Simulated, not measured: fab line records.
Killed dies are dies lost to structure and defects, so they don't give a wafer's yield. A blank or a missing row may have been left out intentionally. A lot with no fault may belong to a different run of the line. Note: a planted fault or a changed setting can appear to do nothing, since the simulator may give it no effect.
fab line records	flow n5Finfet
record: lots: 24	wafers: 72	lastDay: 19
route steps=1938 shown BEOL_M8@1350
lots that met no fault: from a run of the same line without faults
startH: hours from the record's opening day to when the first of the lot's shown wafers began	waitH: how many hours have passed since the lot's step before this one	" unchanged from the row above	L1.1+2: several wafers, shown together as one row	- no value present, or no start provided	* or withheld: withheld	< > ~ a bound
route shown NAME@n: names a module that has steps shown in the file, with the first one's number in the route	usual: the fault-free wafers' mean and standard deviation	same: alike in all rows	chamber/n: place in a boat	sites: each site's reading	_std_site: the values' standard deviation	_edge_site: mean of outer sites minus mean of inner sites	radiusMm: how far each site lies from the wafer's centre	mask NAME#n: copy n	behind: the tool/chamber that last shaped the wafer	hold: cause of the lot's hold/its duration in hours/its outcome	device: whichever transistor did not switch (one of n, p or np)	end of line: tests run on the same wafers once the route is complete	a step without rows: its recipe alone	killed: dies that structure and defects cost at the first sort, which is not the same as the wafer's yield	map: dies across one wafer; x = killed, . = not, _ = none there
set.NAME: the setting as run; set.NAME@STEP: as run at that earlier step	model.NAME: the simulator's own value behind a step, which no gauge read
a sample of lots followed through the steps of the route, with each step as a table and each wafer as a row
services: when a tool's chamber went out of use (startH, in hours from the record's first day, below 0 if earlier), for how many hours, and the reason
== steps ==
step: N5_BEOL_M8_ETCH_62
recipe: chemistry: N2/H2	target: SOC	targetDepthA: 1100	overetchA: 220	maskMaterial: SiARC	tempC: 40	timeS: 165	ionEnergyEv: 200	pressureMtorr: 30	sourceW: 840	biasW: 150	n2FlowSccm: 200	h2FlowSccm: 200
usual: drypumpMotorCurrentA: 5.8/0.49	oesProductAu: 0.69/0.076	rfVppV: 524.1/2.9	showerheadPlenumPTorr: 2.55/0.11	throttleValvePct: 17.8/0.36
lot.wafer	tool	chamber	startH	waitH	drypumpMotorCurrentA	oesProductAu	rfHoursCounterH	rfVppV	showerheadPlenumPTorr	throttleValvePct
L074.1	rieDiel-04	1	242.32	0.0	6.4	0.75	28	526.5	2.60	17.6
L074.3	"	2	"	"	5.6	0.59	211	519.7	2.41	18.1
L074.6	"	2	"	"	5.6	0.60	-	518.6	2.41	18.1
L076.1	rieDiel-04	3	256.98	0.0	5.2	0.81	3	529.1	2.71	17.2
L076.4	"	0	"	"	6.0	0.62	165	524.1	2.54	18.3
L076.5	"	3	"	"	5.2	0.81	-	528.4	2.71	17.2
L077.1	rieDiel-04	0	269.49	0.0	6.0	0.62	171	524.4	2.53	18.3
L077.4	"	2	"	"	5.6	0.59	223	519.6	2.41	18.1
L077.5	"	2	"	"	5.6	0.59	-	521.0	2.41	18.1
L075.2	rieDiel-03	1	272.83	0.0	5.2	0.77	26	525.5	2.60	17.5
L075.4	"	2	"	"	5.3	0.63	162	520.6	2.43	17.6
L075.6	"	1	"	"	5.2	0.77	-	524.8	2.60	17.5
L078.1	rieDiel-03	2	277.47	0.0	5.3	0.63	163	521.6	2.43	17.6
L078.3	"	1	"	"	5.2	0.76	28	525.9	2.60	17.5
L078.4	"	0	"	"	5.7	0.80	6	528.1	2.74	17.6
L079.1	rieDiel-04	1	282.16	0.0	6.4	0.72	46	525.0	2.59	17.6
L079.4	"	2	"	"	5.6	0.58	228	520.7	2.40	18.1
L079.6	"	0	"	"	6.0	0.62	-	523.8	2.53	18.3
L080.1	rieDiel-04	3	296.02	0.0	5.1	0.77	17	527.9	2.70	17.3
L080.4	"	1	"	"	6.4	0.71	52	524.5	2.59	17.6
L080.6	"	1	"	"	6.4	0.71	-	525.0	2.59	17.6
L081.1	rieDiel-04	2	304.94	0.0	5.6	0.58	234	519.8	2.40	18.1
L081.3	"	0	"	"	6.0	0.61	186	523.3	2.53	18.4
L081.4	"	3	"	"	5.2	0.76	22	528.5	2.70	17.3
L082.3	rieDiel-03	1	308.44	0.0	5.2	0.75	38	526.5	2.60	17.5
L082.4	"	2	"	"	5.3	0.62	-	519.6	2.43	17.6
L082.6	"	0	"	"	5.7	0.79	-	526.7	2.73	17.6
L084.1	rieDiel-04	0	308.60	0.0	6.0	0.60	187	522.1	2.53	18.3
L084.4	"	3	"	"	5.2	0.76	23	527.4	2.70	17.3
L084.6	"	3	"	"	5.2	0.75	-	527.4	2.70	17.3
L083.2	rieDiel-01	3	312.68	0.0	5.9	0.71	85	521.3	2.44	17.3
L083.4	"	0	"	"	6.4	0.58	241	525.8	2.60	18.1
L083.6	"	3	"	"	5.9	0.71	-	522.5	2.44	17.3
L085.2	rieDiel-03	2	319.16	0.0	5.3	0.62	178	521.2	2.42	17.6
L085.3	"	0	"	"	5.6	0.78	18	528.7	2.73	17.6
L085.4	"	1	"	"	5.2	0.74	-	526.2	2.59	17.5
L087.1	rieDiel-01	2	319.95	0.0	6.6	0.62	200	520.4	2.42	18.4
L087.2	"	0	"	"	6.4	0.59	244	526.4	2.59	18.1
L087.5	"	2	"	"	6.6	0.61	-	521.0	2.42	18.4
L086.1	rieDiel-01	1	339.32	0.0	5.8	0.70	81	521.6	2.47	17.8
L086.5	"	3	"	"	5.9	0.70	-	521.1	2.44	17.3
L086.6	"	2	"	"	6.6	0.61	-	520.9	2.41	18.4
L090.3	rieDiel-03	3	343.68	0.0	6.5	0.79	5	526.2	2.61	17.6
L090.4	"	1	"	"	5.2	0.73	51	525.3	2.59	17.5
L090.5	"	2	"	"	5.3	0.61	-	521.0	2.42	17.6
L089.2	rieDiel-04	1	343.93	0.0	6.4	0.69	72	525.3	2.58	17.6
L089.3	"	2	"	"	5.6	0.58	248	521.2	2.39	18.2
L089.6	"	2	"	"	5.6	0.57	-	520.0	2.40	18.2
L088.1	rieDiel-03	2	352.95	0.0	5.3	0.61	190	519.4	2.42	17.6
L088.3	"	0	"	"	5.7	0.77	28	527.5	2.73	17.6
L088.6	"	0	"	"	5.7	0.76	-	527.4	2.73	17.6
L092.1	rieDiel-04	3	365.99	0.0	5.2	0.73	45	527.6	2.69	17.3
L092.2	"	0	"	"	6.0	0.59	208	522.6	2.52	18.4
L092.6	"	0	"	"	6.0	0.59	-	522.3	2.52	18.4
L091.1	rieDiel-01	0	369.42	0.0	6.4	0.84	4	526.9	2.59	17.7
L091.2	"	2	"	"	6.5	0.60	219	519.7	2.41	18.4
L091.6	"	2	"	"	6.5	0.60	-	519.5	2.41	18.4
L093.1	rieDiel-01	2	375.46	0.0	6.5	0.60	221	519.8	2.41	18.4
L093.4	"	0	"	"	6.4	0.84	6	525.8	2.59	17.7
L093.6	"	0	"	"	6.4	0.84	-	524.7	2.59	17.7
L094.1	rieDiel-03	1	378.99	0.0	5.2	0.71	64	524.3	2.59	17.5
L094.2	"	0	"	"	5.7	0.75	36	528.4	2.72	17.7
L094.5	"	1	"	"	5.2	0.72	-	524.2	2.58	17.6
L095.2	rieDiel-04	1	379.23	0.0	6.4	0.68	86	525.4	2.58	17.7
L095.5	"	1	"	"	6.4	0.68	-	525.1	2.58	17.7
L095.6	"	0	"	"	6.0	0.59	-	522.5	2.52	18.4
L096.2	rieDiel-03	2	379.58	0.0	5.3	0.61	200	520.0	2.42	17.6
L096.4	"	1	"	"	5.2	0.71	64	525.7	2.58	17.5
L096.5	"	0	"	"	5.6	0.74	-	527.6	2.72	17.6
L097.2	rieDiel-04	0	391.23	0.0	6.0	0.59	216	521.4	2.52	18.4
L097.3	"	1	"	"	6.4	0.67	90	525.4	2.58	17.7
L097.6	"	3	"	"	5.2	0.72	-	526.5	2.68	17.3
step: N5_BEOL_M8_OVL_MEAS_29
recipe: pointsPerWafer: 522
usual: V7_OVL: 0.2/0.75
lot.wafer	tool	chamber	startH	waitH	V7_OVL[nm]
L074.1	overlay-01	0	243.50	0.0	0.6
L074.3	"	0	"	"	0.8
L074.6	"	0	"	"	0.1
L076.1	overlay-02	0	259.08	0.0	-0.7
L076.4	"	0	"	"	-0.7
L076.5	"	0	"	"	-0.1
L077.1	overlay-02	0	271.16	0.0	-0.2
L077.4	"	0	"	"	-0.4
L077.5	"	0	"	"	0.3
L075.2	overlay-02	0	275.70	0.0	-0.7
L075.4	"	0	"	"	-0.5
L075.6	"	0	"	"	-0.7
L078.1	overlay-02	0	280.21	0.0	1.2
L078.3	"	0	"	"	0.3
L078.4	"	0	"	"	0.6
L079.1	overlay-02	0	285.99	0.0	-0.2
L079.4	"	0	"	"	-1.0
L079.6	"	0	"	"	-0.6
L080.1	overlay-02	0	298.68	0.0	1.0
L080.4	"	0	"	"	0.9
L080.6	"	0	"	"	1.3
L081.1	overlay-01	0	306.63	0.0	0.6
L081.3	"	0	"	"	0.6
L081.4	"	0	"	"	0.4
L084.1	overlay-02	0	310.60	0.0	-0.1
L084.4	"	0	"	"	0.3
L084.6	"	0	"	"	-0.2
L082.3	overlay-02	0	310.78	0.0	0.6
L082.4	"	0	"	"	0.7
L082.6	"	0	"	"	-0.1
L083.2	overlay-02	0	314.82	0.0	0.3
L083.4	"	0	"	"	0.4
L083.6	"	0	"	"	0.5
L085.2	overlay-01	0	321.06	0.0	0.6
L085.3	"	0	"	"	0.2
L085.4	"	0	"	"	0.8
L087.1	overlay-02	0	321.22	0.0	-1.1
L087.2	"	0	"	"	-0.9
L087.5	"	0	"	"	-0.5
L086.1	overlay-01	0	340.13	0.0	-0.9
L086.5	"	0	"	"	0.6
L086.6	"	0	"	"	-1.0
L090.3	overlay-01	0	348.48	0.0	-0.9
L090.4	"	0	"	"	-1.2
L090.5	"	0	"	"	-0.1
L089.2	overlay-02	0	348.64	0.0	-0.9
L089.3	"	0	"	"	0.8
L089.6	"	0	"	"	-0.6
L088.1	overlay-02	0	356.34	0.0	0.1
L088.3	"	0	"	"	-0.2
L088.6	"	0	"	"	0.6
L092.1	overlay-01	0	368.83	0.0	-0.4
L092.2	"	0	"	"	0.2
L092.6	"	0	"	"	0.2
L091.1	overlay-02	0	370.23	0.0	0.5
L091.2	"	0	"	"	0.1
L091.6	"	0	"	"	1.4
L093.1	overlay-01	0	377.79	0.0	-0.5
L093.4	"	0	"	"	0.1
L093.6	"	0	"	"	-0.2
L094.1	overlay-02	0	382.25	0.0	-0.3
L094.2	"	0	"	"	0.2
L094.5	"	0	"	"	0.7
L095.2	overlay-01	0	382.31	0.0	1.2
L095.5	"	0	"	"	1.6
L095.6	"	0	"	"	1.7
L096.2	overlay-02	0	382.44	0.0	1.9
L096.4	"	0	"	"	1.8
L096.5	"	0	"	"	1.4
L097.2	overlay-01	0	394.11	0.0	0.3
L097.3	"	0	"	"	-0.1
L097.6	"	0	"	"	0.8
step: N5_BEOL_M8_SURFACE_TREAT_79
recipe: gas: Ar	timeS: *	ionEnergyEv: *	ionCurrentMaCm2: 0.5	pressureMtorr: *	arFlowSccm: 30
usual: arFlowSccm: 30.00/0.086	throttleValvePct: *
lot.wafer	tool	chamber	startH	waitH	arFlowSccm	throttleValvePct
L074.1	pvdSputter-01	-	247.05	1.7	29.96	*
L074.3	"	-	"	"	29.95	*
L074.6	"	-	"	"	29.95	*
L076.1	pvdSputter-01	-	260.99	0.2	30.03	*
L076.4	"	-	"	"	29.96	*
L076.5	"	-	"	"	29.99	*
L077.1	pvdSputter-02	-	272.78	0.3	29.99	*
L077.4	"	-	"	"	29.92	*
L077.5	"	-	"	"	29.96	*
L075.2	pvdSputter-01	-	277.73	0.2	29.88	*
L075.4	"	-	"	"	29.96	*
L075.6	"	-	"	"	30.16	*
L078.1	pvdSputter-02	-	282.09	0.2	29.94	*
L078.3	"	-	"	"	29.95	*
L078.4	"	-	"	"	30.19	*
L079.1	pvdSputter-02	-	288.11	0.2	30.12	*
L079.4	"	-	"	"	29.90	*
L079.6	"	-	"	"	29.90	*
L080.1	pvdSputter-01	-	300.80	0.4	30.02	*
L080.4	"	-	"	"	29.88	*
L080.6	"	-	"	"	29.87	*
L081.1	pvdSputter-03	-	308.38	0.2	29.79	*
L081.3	"	-	"	"	30.04	*
L081.4	"	-	"	"	29.88	*
L084.1	pvdSputter-03	-	312.72	0.2	29.97	*
L084.4	"	-	"	"	29.98	*
L084.6	"	-	"	"	30.06	*
L082.3	pvdSputter-02	-	312.78	0.2	30.02	*
L082.4	"	-	"	"	29.90	*
L082.6	"	-	"	"	30.08	*
L083.2	pvdSputter-02	-	317.15	0.2	30.15	*
L083.4	"	-	"	"	29.95	*
L083.6	"	-	"	"	30.08	*
L085.2	pvdSputter-01	-	323.01	0.2	29.97	*
L085.3	"	-	"	"	29.91	*
L085.4	"	-	"	"	30.09	*
L087.1	pvdSputter-01	-	323.05	0.2	30.01	*
L087.2	"	-	"	"	30.01	*
L087.5	"	-	"	"	29.97	*
L086.1	pvdSputter-01	-	343.35	0.2	29.85	*
L086.5	"	-	"	"	30.05	*
L086.6	"	-	"	"	30.01	*
L090.3	pvdSputter-03	-	351.44	1.3	30.03	*
L090.4	"	-	"	"	30.10	*
L090.5	"	-	"	"	30.09	*
L089.2	pvdSputter-02	-	352.18	0.2	30.06	*
L089.3	"	-	"	"	30.03	*
L089.6	"	-	"	"	30.00	*
L088.1	pvdSputter-01	-	358.22	0.2	29.89	*
L088.3	"	-	"	"	29.98	*
L088.6	"	-	"	"	30.06	*
L092.1	pvdSputter-03	-	371.19	0.2	30.16	*
L092.2	"	-	"	"	30.08	*
L092.6	"	-	"	"	30.19	*
L091.1	pvdSputter-03	-	374.39	0.2	30.05	*
L091.2	"	-	"	"	30.02	*
L091.6	"	-	"	"	29.95	*
L093.1	pvdSputter-03	-	379.79	0.4	29.80	*
L093.4	"	-	"	"	29.97	*
L093.6	"	-	"	"	29.91	*
L094.1	pvdSputter-03	-	384.61	0.2	29.93	*
L094.2	"	-	"	"	30.19	*
L094.5	"	-	"	"	30.10	*
L095.2	pvdSputter-03	-	384.85	0.2	30.02	*
L095.5	"	-	"	"	30.07	*
L095.6	"	-	"	"	29.91	*
L096.2	pvdSputter-03	-	385.01	0.2	29.85	*
L096.4	"	-	"	"	30.16	*
L096.5	"	-	"	"	29.98	*
L097.2	pvdSputter-03	-	396.09	0.2	29.99	*
L097.3	"	-	"	"	30.03	*
L097.6	"	-	"	"	29.98	*
step: N5_BEOL_M8_SPUTTER_48
recipe: material: Cu	targetThkA: 100	tempC: -20	biasV: 60	powerW: 26000	chamberPressurePa: 0.13	timeS: 1.667
usual: chuckGasFlowSccm: 1.26/0.055	susceptorTempC: -20.00/0.11	throttleValvePct: 29.9/1
lot.wafer	tool	chamber	startH	waitH	chuckGasFlowSccm	susceptorTempC	throttleValvePct
L074.1	pvdSputter-01	-	247.25	0.1	1.31	-20.07	29.6
L074.3	"	-	"	"	1.20	-19.98	27.6
L074.6	"	-	"	"	1.21	-20.01	29.8
L076.1	pvdSputter-02	-	261.30	0.1	1.23	-19.98	30.2
L076.4	"	-	"	"	1.20	-20.05	30.1
L076.5	"	-	"	"	1.23	-20.00	30.3
L077.1	pvdSputter-03	-	273.02	0.1	1.30	-19.90	30.4
L077.4	"	-	"	"	1.30	-20.01	28.4
L077.5	"	-	"	"	1.30	-19.97	30.6
L075.2	pvdSputter-02	-	277.99	0.2	1.28	-20.15	29.4
L075.4	"	-	"	"	1.29	-20.00	29.7
L075.6	"	-	"	"	1.32	-20.25	29.5
L078.1	pvdSputter-01	-	282.39	0.2	1.26	-19.87	30.9
L078.3	"	-	"	"	1.35	-20.00	29.9
L078.4	"	-	"	"	1.23	-19.97	27.6
L079.1	pvdSputter-02	-	288.73	0.4	1.27	-20.04	29.7
L079.4	"	-	"	"	1.29	-20.14	31.6
L079.6	"	-	"	"	1.27	-20.04	29.6
L080.1	pvdSputter-02	-	300.99	0.1	1.15	-19.90	29.3
L080.4	"	-	"	"	1.26	-20.10	29.8
L080.6	"	-	"	"	1.26	-20.02	30.2
L081.1	pvdSputter-02	-	308.80	0.2	1.16	-20.06	29.7
L081.3	"	-	"	"	1.25	-20.12	31.6
L081.4	"	-	"	"	1.22	-20.03	29.9
L084.1	pvdSputter-03	-	312.90	0.1	1.25	-20.06	29.1
L084.4	"	-	"	"	1.24	-20.02	28.7
L084.6	"	-	"	"	1.25	-20.04	29.4
L082.3	pvdSputter-01	-	313.00	0.1	1.33	-20.02	30.8
L082.4	"	-	"	"	1.25	-20.03	30.2
L082.6	"	-	"	"	1.29	-19.95	31.0
L083.2	pvdSputter-02	-	317.37	0.1	1.30	-19.73	31.7
L083.4	"	-	"	"	1.22	-19.92	30.1
L083.6	"	-	"	"	1.38	-20.04	30.3
L085.2	pvdSputter-01	-	323.53	0.3	1.26	-20.02	27.6
L085.3	"	-	"	"	1.31	-20.01	30.9
L085.4	"	-	"	"	1.29	-20.04	29.7
L087.1	pvdSputter-01	-	323.61	0.3	1.26	-19.96	30.0
L087.2	"	-	"	"	1.27	-19.78	29.5
L087.5	"	-	"	"	1.38	-20.18	30.9
L086.1	pvdSputter-01	-	343.81	0.1	1.22	-20.06	27.8
L086.5	"	-	"	"	1.22	-20.12	27.7
L086.6	"	-	"	"	1.22	-19.98	31.1
L090.3	pvdSputter-02	-	351.72	0.1	1.24	-19.95	29.7
L090.4	"	-	"	"	1.30	-20.03	31.7
L090.5	"	-	"	"	1.23	-20.00	29.5
L089.2	pvdSputter-02	-	352.40	0.1	1.32	-19.94	30.3
L089.3	"	-	"	"	1.29	-20.10	30.0
L089.6	"	-	"	"	1.16	-19.93	30.1
L088.1	pvdSputter-03	-	360.23	1.7	1.35	-20.16	28.6
L088.3	"	-	"	"	1.29	-19.95	30.6
L088.6	"	-	"	"	1.19	-19.91	30.6
L092.1	pvdSputter-03	-	371.81	0.3	1.28	-20.01	28.6
L092.2	"	-	"	"	1.29	-19.99	30.8
L092.6	"	-	"	"	1.23	-19.72	28.5
L091.1	pvdSputter-03	-	374.77	0.2	1.17	-19.97	28.9
L091.2	"	-	"	"	1.31	-19.67	28.5
L091.6	"	-	"	"	1.30	-19.99	30.6
L093.1	pvdSputter-03	-	381.71	1.8	1.25	-20.14	29.2
L093.4	"	-	"	"	1.35	-20.01	30.6
L093.6	"	-	"	"	1.32	-19.97	30.5
L094.1	pvdSputter-03	-	384.89	0.2	1.25	-19.96	29.2
L094.2	"	-	"	"	1.28	-19.93	28.6
L094.5	"	-	"	"	1.17	-20.10	28.5
L095.2	pvdSputter-03	-	385.13	0.2	1.30	-19.99	30.7
L095.5	"	-	"	"	1.21	-19.90	28.7
L095.6	"	-	"	"	1.21	-20.12	29.1
L096.2	pvdSputter-03	-	385.33	0.2	1.32	-20.05	29.0
L096.4	"	-	"	"	1.20	-19.82	30.7
L096.5	"	-	"	"	1.32	-19.94	30.9
L097.2	pvdSputter-03	-	396.55	0.3	1.23	-20.22	28.6
L097.3	"	-	"	"	1.32	-20.11	31.0
L097.6	"	-	"	"	1.30	-20.20	28.5
step: N5_BEOL_M8_ANNEAL_51
recipe: tempC: 225	timeS: 90	ambient: N2
usual: wafer_temp_C_max: 226.00/0.26
lot.wafer	tool	chamber	startH	waitH	wafer_temp_C_max
L074.1	rtpAnneal-01	0	247.46	0.1	225.84
L074.3	"	0	"	"	226.36
L074.6	"	0	"	"	225.86
L076.1	rtpAnneal-01	0	261.82	0.4	225.83
L076.4	"	0	"	"	225.86
L076.5	"	0	"	"	226.21
L077.1	rtpAnneal-02	0	273.33	0.2	226.19
L077.4	"	0	"	"	226.13
L077.5	"	0	"	"	225.99
L075.2	rtpAnneal-02	0	278.97	0.8	225.80
L075.4	"	0	"	"	226.14
L075.6	"	0	"	"	226.30
L078.1	rtpAnneal-02	0	282.60	0.1	225.82
L078.3	"	0	"	"	225.92
L078.4	"	0	"	"	225.65
L079.1	rtpAnneal-02	0	288.95	0.1	226.15
L079.4	"	0	"	"	226.17
L079.6	"	0	"	"	226.26
L080.1	rtpAnneal-01	0	301.32	0.2	226.42
L080.4	"	0	"	"	226.26
L080.6	"	0	"	"	226.65
L081.1	rtpAnneal-01	0	309.13	0.2	225.77
L081.3	"	0	"	"	225.90
L081.4	"	0	"	"	226.47
L084.1	rtpAnneal-01	0	313.11	0.1	226.05
L084.4	"	0	"	"	225.95
L084.6	"	0	"	"	226.00
L082.3	rtpAnneal-02	0	313.58	0.4	225.49
L082.4	"	0	"	"	225.84
L082.6	"	0	"	"	225.80
L083.2	rtpAnneal-01	0	317.68	0.2	225.46
L083.4	"	0	"	"	225.79
L083.6	"	0	"	"	225.88
L087.1	rtpAnneal-01	0	323.91	0.2	226.45
L087.2	"	0	"	"	226.11
L087.5	"	0	"	"	225.82
L085.2	rtpAnneal-02	0	323.93	0.3	225.60
L085.3	"	0	"	"	225.79
L085.4	"	0	"	"	226.04
L086.1	rtpAnneal-02	0	344.28	0.3	225.96
L086.5	"	0	"	"	226.07
L086.6	"	0	"	"	225.92
L090.3	rtpAnneal-01	0	352.33	0.4	226.09
L090.4	"	0	"	"	226.01
L090.5	"	0	"	"	226.17
L089.2	rtpAnneal-01	0	352.82	0.3	226.08
L089.3	"	0	"	"	225.88
L089.6	"	0	"	"	226.01
L088.1	rtpAnneal-02	0	360.48	0.1	225.50
L088.3	"	0	"	"	225.41
L088.6	"	0	"	"	225.64
L092.1	rtpAnneal-01	0	372.27	0.3	225.73
L092.2	"	0	"	"	225.86
L092.6	"	0	"	"	225.88
L091.1	rtpAnneal-01	0	374.98	0.1	226.31
L091.2	"	0	"	"	226.14
L091.6	"	0	"	"	226.05
L093.1	rtpAnneal-02	0	381.93	0.1	226.08
L093.4	"	0	"	"	226.21
L093.6	"	0	"	"	226.34
L094.1	rtpAnneal-02	0	385.53	0.5	226.17
L094.2	"	0	"	"	226.00
L094.5	"	0	"	"	226.25
L095.2	rtpAnneal-02	0	385.85	0.6	225.89
L095.5	"	0	"	"	226.36
L095.6	"	0	"	"	225.91
L096.2	rtpAnneal-01	0	386.20	0.7	226.19
L096.4	"	0	"	"	226.07
L096.5	"	0	"	"	226.33
L097.2	rtpAnneal-01	0	396.87	0.2	225.84
L097.3	"	0	"	"	226.29
L097.6	"	0	"	"	226.04
step: N5_BEOL_M8_THK_MEAS_53
recipe: thkMeasGauge: xrf	reads: Cu_of_BEOL_M8_ECD_50
usual: M8_THK: 78.6/1.8
lot.wafer	tool	chamber	startH	waitH	M8_THK[nm]
L074.1	filmMetro-02	-	248.20	-	75.4
L074.3	"	-	"	"	76.8
L074.6	"	-	"	"	76.2
L076.1	filmMetro-01	-	262.41	-	76.3
L076.4	"	-	"	"	81.0
L076.5	"	-	"	"	77.8
L077.1	filmMetro-01	-	273.92	-	79.5
L077.4	"	-	"	"	80.3
L077.5	"	-	"	"	79.6
L075.2	filmMetro-02	-	279.53	-	76.6
L075.4	"	-	"	"	79.8
L075.6	"	-	"	"	76.7
L078.1	filmMetro-01	-	283.19	-	81.8
L078.3	"	-	"	"	80.3
L078.4	"	-	"	"	80.5
L079.1	filmMetro-01	-	289.82	-	78.6
L079.4	"	-	"	"	80.3
L079.6	"	-	"	"	78.0
L080.1	filmMetro-01	-	301.92	-	76.9
L080.4	"	-	"	"	77.3
L080.6	"	-	"	"	78.0
L081.1	filmMetro-01	-	309.72	-	76.0
L081.3	"	-	"	"	78.2
L081.4	"	-	"	"	81.3
L084.1	filmMetro-02	-	313.70	-	77.5
L084.4	"	-	"	"	81.1
L084.6	"	-	"	"	77.6
L082.3	filmMetro-02	-	314.09	-	77.9
L082.4	"	-	"	"	80.0
L082.6	"	-	"	"	79.2
L083.2	filmMetro-02	-	318.23	-	80.1
L083.4	"	-	"	"	78.4
L083.6	"	-	"	"	78.3
L085.2	filmMetro-01	-	324.48	-	76.2
L085.3	"	-	"	"	76.1
L085.4	"	-	"	"	80.0
L087.1	filmMetro-02	-	324.50	-	78.2
L087.2	"	-	"	"	75.2
L087.5	"	-	"	"	74.1
L086.1	filmMetro-01	-	344.87	-	78.9
L086.5	"	-	"	"	78.1
L086.6	"	-	"	"	76.5
L090.3	filmMetro-01	-	352.83	-	80.8
L090.4	"	-	"	"	80.0
L090.5	"	-	"	"	78.2
L089.2	filmMetro-01	-	353.37	-	79.0
L089.3	"	-	"	"	75.7
L089.6	"	-	"	"	75.8
L088.1	filmMetro-02	-	361.09	-	77.6
L088.3	"	-	"	"	79.1
L088.6	"	-	"	"	78.1
L092.1	filmMetro-01	-	372.88	-	80.3
L092.2	"	-	"	"	78.2
L092.6	"	-	"	"	79.5
L091.1	filmMetro-01	-	375.69	-	77.5
L091.2	"	-	"	"	78.0
L091.6	"	-	"	"	77.3
L093.1	filmMetro-01	-	382.54	-	79.9
L093.4	"	-	"	"	77.2
L093.6	"	-	"	"	78.2
L094.1	filmMetro-01	-	386.12	-	78.4
L094.2	"	-	"	"	81.0
L094.5	"	-	"	"	77.4
L095.2	filmMetro-02	-	386.40	-	79.5
L095.5	"	-	"	"	78.8
L095.6	"	-	"	"	80.0
L096.2	filmMetro-02	-	386.75	-	79.3
L096.4	"	-	"	"	80.3
L096.5	"	-	"	"	79.0
L097.2	filmMetro-02	-	397.42	-	78.1
L097.3	"	-	"	"	78.1
L097.6	"	-	"	"	77.9
== services ==
tool	chamber	startH	hours	kind
pvdSputter-02	-	228.43	5.9	repair
rieDiel-01	0	236.26	2.0	repair
rieDiel-03	0	237.96	-	clean
rieDiel-03	0	237.96	-	consumableReplace:focusRing
rieDiel-03	0	237.96	-	consumableReplace:showerhead
rieDiel-03	0	237.96	22.2	scheduledDown
rieDiel-03	0	237.96	22.2	ventCycle
rieDiel-01	1	242.72	9.3	repair
rieDiel-03	1	252.93	10.3	repair
rieDiel-04	2	296.24	7.2	repair
rieDiel-03	3	303.59	-	clean
rieDiel-03	3	303.59	-	consumableReplace:focusRing
rieDiel-03	3	303.59	24.1	scheduledDown
rieDiel-03	0	346.69	3.6	repair
rieDiel-04	2	349.27	-	clean
rieDiel-04	2	349.27	-	consumableReplace:focusRing
rieDiel-04	2	349.27	-	consumableReplace:showerhead
rieDiel-04	2	349.27	16.0	scheduledDown
rieDiel-04	2	349.27	16.0	ventCycle
rieDiel-03	3	355.22	1.7	repair
rieDiel-03	0	357.58	3.6	repair
rieDiel-04	0	357.66	5.9	repair
rieDiel-03	-	374.21	0.7	repair
pvdSputter-02	-	382.94	2.5	repair
== key ==
fault none
